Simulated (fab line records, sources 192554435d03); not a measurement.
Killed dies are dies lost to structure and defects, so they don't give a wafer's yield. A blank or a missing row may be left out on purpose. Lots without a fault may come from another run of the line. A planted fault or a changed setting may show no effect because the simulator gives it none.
Chamber matching | flow n5_finfet | N5_BEOL_M10_ETCH_65 on rie_diel-03: 4 sister chambers
The step etches SiARC in CF4, target depth 39 nm, time 65 s. 4 wafers are shown with their chamber, then 10 later ones without.

WAFERS WITH THEIR CHAMBER
wafer  | chamber | drypump_motor_current_A (A)
L083.2 | 3       | 5.6
L086.5 | 1       | 6.5
L076.3 | 2       | 6.7
L076.4 | 0       | 6.0

WAFERS WITHOUT THEIR CHAMBER
wafer  | drypump_motor_current_A (A)
L076.6 | 6.0
L091.2 | 6.0
L091.5 | 6.5
L091.6 | 6.0
L093.2 | 6.0
L093.4 | 6.5
L093.6 | 6.0
L096.2 | 6.7
L096.5 | 6.4
L096.6 | 6.7

WHICH CHAMBER EACH WENT THROUGH
wafer  | from the rows above | in truth
L076.6 | 0                   | 0
L091.2 | 0                   | 0
L091.5 | 1                   | 1
L091.6 | 0                   | 0
L093.2 | 0                   | 0
L093.4 | 1                   | 1
L093.6 | 0                   | 0
L096.2 | 2                   | 2
L096.5 | 1                   | 1
L096.6 | 2                   | 2
Placed correctly: 10 of 10. Can't be placed from these rows: 0. Placed wrongly: 0.
How it was worked out, from the rows above alone: a wafer's distance from a chamber is the root of the sum, over the readings, of the square of ((its reading less the chamber's mean) divided by the reading's scatter). The wafer belongs to the nearest chamber; if the next one is less than 2 further off, it can't be placed. A chamber's mean is the mean of its shown wafers. The scatter: with one shown wafer a chamber, the root of the mean of the squares of how far each hidden wafer lies from its nearest shown one.
